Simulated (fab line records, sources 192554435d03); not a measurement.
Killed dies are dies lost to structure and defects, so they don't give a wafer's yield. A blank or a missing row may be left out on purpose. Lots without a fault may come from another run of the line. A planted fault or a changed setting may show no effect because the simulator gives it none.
Which tool did it? | flow n5_finfet | 8 lots, 24 wafers sampled, at 8 steps of a route of 1938

WHAT THE GAUGES READ, wafer by wafer
N5_MOL_CONTACT_COAG_CD_MEAS_84: target cd 25.1 nm. Usual: cd_nm 25.09 nm, standard deviation 0.24.
lot  | measured     | on        | cd_nm (nm)        | flag
L747 | day 5 23:01  | cd_sem-02 | 25.06 25.11 25.19 |
L748 | day 6 05:18  | cd_sem-02 | 24.88 25.35 25.02 |
L753 | day 7 10:40  | cd_sem-03 | 24.96 25.16 25.34 |
L755 | day 8 07:18  | cd_sem-01 | 24.96 25.18 24.42 |
L756 | day 8 10:40  | cd_sem-03 | 24.84 25.38 25.63 |
L757 | day 8 16:06  | cd_sem-03 | 25.23 25.27 25.09 |
L758 | day 8 19:41  | cd_sem-02 | 25.12 25.03 25.06 |
L764 | day 10 03:59 | cd_sem-03 | 25.18 25.48 25.07 |

N5_MOL_CONTACT_COAG_OVL_MEAS_41. Usual: VD_OVL -0.4 nm, standard deviation 0.69.
lot  | measured     | on         | VD_OVL (nm)    | flag
L747 | day 6 00:17  | overlay-01 | -0.1 -0.1 -0.3 |
L748 | day 6 06:45  | overlay-02 | -0.2 0.2 -0.3  |
L753 | day 7 12:29  | overlay-02 | -0.6 0.9 -0.8  |
L755 | day 8 08:37  | overlay-01 | -1.9 -1.2 -1.8 |
L756 | day 8 14:01  | overlay-01 | -1.3 -0.3 -1.0 |
L757 | day 8 18:48  | overlay-02 | -0.6 -0.7 0.2  |
L758 | day 8 22:36  | overlay-01 | -0.6 -1.2 0.0  |
L764 | day 10 05:31 | overlay-02 | -0.2 0.9 0.9   |

N5_MOL_CONTACT_COAG_THK_MEAS_53. Usual: VIA_MOL_THK 43.6 nm, standard deviation 0.57.
lot  | measured     | on            | VIA_MOL_THK (nm) | flag
L747 | day 6 01:58  | film_metro-02 | 44.0 43.3 44.9   |
L748 | day 6 09:17  | film_metro-01 | 44.4 44.6 44.6   |
L753 | day 7 15:31  | film_metro-01 | 43.4 42.8 44.3   |
L755 | day 8 10:40  | film_metro-01 | 43.3 74.7 75.2   | OFF
L756 | day 8 16:01  | film_metro-02 | 42.9 43.8 44.0   |
L757 | day 8 20:46  | film_metro-02 | 42.9 43.9 44.2   |
L758 | day 9 00:15  | film_metro-01 | 74.7 43.9 75.4   | OFF
L764 | day 10 07:18 | film_metro-02 | 42.5 42.2 43.3   |

N5_BEOL_M4_RC_MEAS_101. Usual: DIBL_N 36.3 mV/V, standard deviation 1.4; DIBL_P 35.7 mV/V, standard deviation 1.5; IOFF_N 0.155 nA/um, standard deviation 0.022; IOFF_P 0.204 nA/um, standard deviation 0.027; ION_N 671 uA/um, standard deviation 9; ION_P 459 uA/um, standard deviation 6.2; SS_N 71.5 mV/dec, standard deviation 0.54; SS_P 73.1 mV/dec, standard deviation 0.56; VT_N 250.2 mV, standard deviation 2.6; VT_P -251 mV, standard deviation 3.3.
lot  | measured     | on        | DIBL_N (mV/V)  | DIBL_P (mV/V)  | IOFF_N (nA/um)    | IOFF_P (nA/um)    | ION_N (uA/um) | ION_P (uA/um) | SS_N (mV/dec)  | SS_P (mV/dec)  | VT_N (mV)         | VT_P (mV)      | flag
L747 | day 8 21:08  | prober-02 | 35.0 36.4 38.2 | 34.9 36.8 38.8 | 0.137 0.176 0.212 | 0.171 0.195 0.222 | 663 682 686   | 453 464 456   | 70.7 71.5 71.1 | 72.3 73.4 73.6 | 250.8 245.6 243.2 | -255 -254 -252 |
L748 | day 8 23:38  | prober-02 | 36.2 34.4 36.4 | 35.2 33.4 34.8 | 0.150 0.129 0.161 | 0.229 0.214 0.235 | 666 670 667   | 468 471 461   | 71.1 70.6 70.9 | 73.1 72.0 73.4 | 252.7 251.9 248.3 | -247 -250 -247 |
L753 | day 10 16:14 | prober-01 | 34.8 36.0 36.4 | 33.3 35.0 35.6 | 0.128 0.153 0.152 | 0.189 0.218 0.225 | 669 679 662   | 468 465 464   | 72.3 71.9 71.5 | 73.1 72.9 72.9 | 252.8 248.1 250.0 | -247 -248 -247 |
L755 | day 11 00:20 | prober-01 | 38.0           | 37.9           | 0.180             | 0.227             | 677           | 463           | 71.9           | 73.6           | 247.7             | -250           |
L756 | day 11 16:56 | prober-01 | 35.5 35.8 34.5 | 37.0 36.9 36.1 | 0.149 0.160 0.144 | 0.189 0.193 0.182 | 677 672 668   | 458 457 454   | 71.5 71.5 71.3 | 73.8 72.9 73.4 | 249.4 250.1 250.6 | -251 -254 -250 |
L757 | day 11 07:46 | prober-01 | 35.8 36.0 36.3 | 33.7 34.3 33.9 | 0.151 0.158 0.159 | 0.171 0.180 0.179 | 668 682 673   | 451 462 457   | 72.0 70.8 71.1 | 73.8 73.5 74.0 | 252.2 250.4 250.6 | -260 -255 -255 |
L758 | day 11 13:43 | prober-01 | 36.0           | 33.6           | 0.138             | 0.161             | 667           | 451           | 71.5           | 72.5           | 253.7             | -254           |
L764 | day 13 05:38 | prober-01 | 36.0 34.7 37.8 | 35.2 33.2 37.7 | 0.143 0.120 0.188 | 0.185 0.159 0.224 | 674 655 682   | 459 450 464   | 71.3 72.0 71.5 | 72.9 72.7 73.9 | 252.5 253.5 245.5 | -254 -254 -251 |

WHICH TOOL RAN EACH LOT (tool, then ch and the chambers of the sampled wafers, then the start)
lot  | N5_MOL_CONTACT_COAG_PECVD_31   | N5_MOL_CONTACT_COAG_ETCHBACK_132   | N5_MOL_CONTACT_COAG_ETCH_47        | N5_MOL_CONTACT_COAG_ETCH_124
L747 | pecvd-02 ch 1,2, day 5 22:40   | rie_diel-03 ch 1,2,3, day 5 23:27  | rie_diel-03 ch 1,2,3, day 5 23:43  | rie_diel-01 ch 0,1,3, day 6 00:53
L748 | pecvd-01 ch 0,1,2, day 6 04:51 | rie_diel-03 ch 0,2,3, day 6 05:46  | rie_diel-03 ch 0,2,3, day 6 06:01  | rie_diel-05 ch 1,2, day 6 07:45
L753 | pecvd-01 ch 0,2, day 7 10:20   | rie_diel-05 ch 0,1,3, day 7 11:31  | rie_diel-05 ch 0,1,3, day 7 11:47  | rie_diel-05 ch 1,3, day 7 14:25
L755 | pecvd-01 ch 1,2, day 8 06:50   | rie_diel-01 ch 1,2, day 8 07:44    | rie_diel-01 ch 1,2, day 8 08:00    | rie_diel-01 ch 1,2, day 8 09:12
L756 | pecvd-03 ch 1, day 8 10:19     | rie_diel-01 ch 1,2, day 8 13:03    | rie_diel-01 ch 1,2, day 8 13:19    | rie_diel-03 ch 0,1, day 8 14:56
L757 | pecvd-03 ch 1,2, day 8 15:38   | rie_diel-01 ch 0,1,2, day 8 17:55  | rie_diel-01 ch 0,1,2, day 8 18:11  | rie_diel-03 ch 2,3, day 8 19:41
L758 | pecvd-01 ch 0,1,2, day 8 19:22 | rie_diel-05 ch 0,1,2, day 8 21:37  | rie_diel-05 ch 0,1,2, day 8 21:53  | rie_diel-03 ch 0,1,3, day 8 23:10
L764 | pecvd-03 ch 0,1, day 10 03:39  | rie_diel-03 ch 1,2,3, day 10 04:32 | rie_diel-03 ch 1,2,3, day 10 04:48 | rie_diel-01 ch 0,1,2, day 10 06:14
- N5_MOL_CONTACT_COAG_PECVD_31: deposits SiO2 from TEOS/O2, target thk 46 nm, time 8.9 s.
- N5_MOL_CONTACT_COAG_ETCHBACK_132: etches SiO2 in CHF3, target depth 10 nm, time 6.7 s.
- N5_MOL_CONTACT_COAG_ETCH_47: etches SiNx in CH3F/O2, stops on W, target depth 27 nm.
- N5_MOL_CONTACT_COAG_ETCH_124: etches SiNx in CH3F/O2, stops on SiOC, target depth 6.5 nm.

WHAT THE TOOLS THEMSELVES READ (means of the sampled wafers that have a number; where no wafer has one, the mark that the record gives instead)
N5_MOL_CONTACT_COAG_ETCHBACK_132. Usual: CHF3_flow_sccm 50.02 sccm, standard deviation 0.16; drypump_motor_current_A 5.8 A, standard deviation 0.5; oes_product_au 0.78 a.u., standard deviation 0.079; rf_vpp_V 522 V, standard deviation 4.4; showerhead_plenum_p_Torr 2.41 Torr, standard deviation 0.087; throttle_valve_pct 18.61 %, standard deviation 0.23.
lot  | tool        | CHF3_flow_sccm (sccm) | drypump_motor_current_A (A) | oes_product_au (a.u.) | rf_vpp_V (V) | showerhead_plenum_p_Torr (Torr) | throttle_valve_pct (%) | flag
L747 | rie_diel-03 | 50.04                 | 6.2                         | 0.78                  | 523          | 2.42                            | 18.64                  |
L748 | rie_diel-03 | 49.99                 | 6.4                         | 0.82                  | 519          | 2.37                            | 18.71                  |
L753 | rie_diel-05 | 49.97                 | 5.6                         | 0.72                  | 520          | 2.39                            | 18.81                  |
L755 | rie_diel-01 | 50.05                 | 5.6                         | 0.78                  | 525          | 2.43                            | 18.51                  |
L756 | rie_diel-01 | 50.11                 | 5.6                         | 0.78                  | 526          | 2.43                            | 18.52                  |
L757 | rie_diel-01 | 50.10                 | 5.7                         | 0.83                  | 525          | 2.40                            | 18.41                  |
L758 | rie_diel-05 | 49.99                 | 5.9                         | 0.70                  | 518          | 2.38                            | 18.83                  |
L764 | rie_diel-03 | 49.98                 | 6.2                         | 0.75                  | 522          | 2.41                            | 18.69                  |

N5_MOL_CONTACT_COAG_ETCH_47. Usual: CH3F_flow_sccm 29.99 sccm, standard deviation 0.098; drypump_motor_current_A 5.8 A, standard deviation 0.49; etch_rf_on_time_s 31.4 s, standard deviation 0.44; oes_product_au 0.70 a.u., standard deviation 0.071; rf_vpp_V 296.0 V, standard deviation 2.8; showerhead_plenum_p_Torr 2.02 Torr, standard deviation 0.076; throttle_valve_pct 16.25 %, standard deviation 0.23.
lot  | tool        | CH3F_flow_sccm (sccm) | drypump_motor_current_A (A) | etch_rf_on_time_s (s) | oes_product_au (a.u.) | rf_vpp_V (V) | showerhead_plenum_p_Torr (Torr) | throttle_valve_pct (%) | flag
L747 | rie_diel-03 | 29.99                 | 6.2                         | 31.5                  | 0.69                  | 297.3        | 2.04                            | 16.29                  |
L748 | rie_diel-03 | 30.11                 | 6.4                         | 31.3                  | 0.73                  | 295.1        | 1.99                            | 16.33                  |
L753 | rie_diel-05 | 29.98                 | 5.6                         | 31.6                  | 0.64                  | 294.2        | 2.01                            | 16.46                  |
L755 | rie_diel-01 | 29.94                 | 5.6                         | 44.2                  | 0.43                  | 298.2        | 2.05                            | 16.13                  | OFF
L756 | rie_diel-01 | 30.06                 | 5.6                         | 31.3                  | 0.70                  | 297.4        | 2.05                            | 16.15                  |
L757 | rie_diel-01 | 29.96                 | 5.7                         | 31.3                  | 0.75                  | 297.7        | 2.03                            | 16.03                  |
L758 | rie_diel-05 | 29.91                 | 5.9                         | 44.3                  | 0.39                  | 294.5        | 2.00                            | 16.45                  | OFF
L764 | rie_diel-03 | 29.92                 | 6.2                         | 31.4                  | 0.67                  | 296.8        | 2.03                            | 16.34                  |

N5_MOL_CONTACT_COAG_ETCH_124. Usual: CH3F_flow_sccm 30.00 sccm, standard deviation 0.095; drypump_motor_current_A 5.9 A, standard deviation 0.48; oes_product_au 0.67 a.u., standard deviation 0.06; rf_vpp_V 295.8 V, standard deviation 2.6; showerhead_plenum_p_Torr 2.02 Torr, standard deviation 0.075; throttle_valve_pct 16.24 %, standard deviation 0.21.
lot  | tool        | CH3F_flow_sccm (sccm) | drypump_motor_current_A (A) | oes_product_au (a.u.) | rf_vpp_V (V) | showerhead_plenum_p_Torr (Torr) | throttle_valve_pct (%) | flag
L747 | rie_diel-01 | 30.10                 | 5.6                         | 0.65                  | 297.1        | 2.03                            | 16.10                  |
L748 | rie_diel-05 | 29.94                 | 6.3                         | 0.62                  | 293.7        | 1.99                            | 16.43                  |
L753 | rie_diel-05 | 29.96                 | 5.9                         | 0.62                  | 293.8        | 1.98                            | 16.42                  |
L755 | rie_diel-01 | 29.97                 | 5.9                         | 0.40                  | 296.0        | 1.98                            | 16.18                  | OFF
L756 | rie_diel-03 | 30.00                 | 6.1                         | 0.74                  | 293.4        | 2.01                            | 16.08                  |
L757 | rie_diel-03 | 29.91                 | 6.4                         | 0.65                  | 295.7        | 1.97                            | 16.37                  |
L758 | rie_diel-03 | 29.98                 | 6.1                         | 0.45                  | 294.2        | 2.00                            | 16.11                  | OFF
L764 | rie_diel-01 | 30.02                 | 5.7                         | 0.70                  | 297.9        | 2.02                            | 16.02                  |

THE ANSWER, worked out from the rows above alone
Rule: a lot is off if the mean of its wafers that have a number lies more than 3 standard deviations from the usual mean. A lot without any number at a reading at which 4 lots or more have one is off too. The other lots that the step has rows for count as sound. The gauges are gone through in route order, then the tools' own readings, and for those a lot's mean is taken as printed above. The first step at which some lot is off is used, and at that step the reading that is off furthest; a lot without a number counts as furthest.
Off: L755, L758, at N5_MOL_CONTACT_COAG_THK_MEAS_53 (VIA_MOL_THK).
A tool fits if, at a process step before that reading, it ran every lot that is off, and no sound lot after the first of them. The gauges at N5_MOL_CONTACT_COAG_THK_MEAS_53 aren't tried: what is off there is off at N5_MOL_CONTACT_COAG_ETCH_47 too, on other tools, and a gauge's error can't cause that. One fits: pecvd-01 at N5_MOL_CONTACT_COAG_PECVD_31. Its last sound lot is L753 (day 7 10:20), its first lot that is off L755 (day 8 06:50): a fault that began between those two fits.

WHAT THE SIMULATOR HAD PUT IN
Process parameter drift: pecvd-01, from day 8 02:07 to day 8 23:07, at N5_MOL_CONTACT_COAG_PECVD_31. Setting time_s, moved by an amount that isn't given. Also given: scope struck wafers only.
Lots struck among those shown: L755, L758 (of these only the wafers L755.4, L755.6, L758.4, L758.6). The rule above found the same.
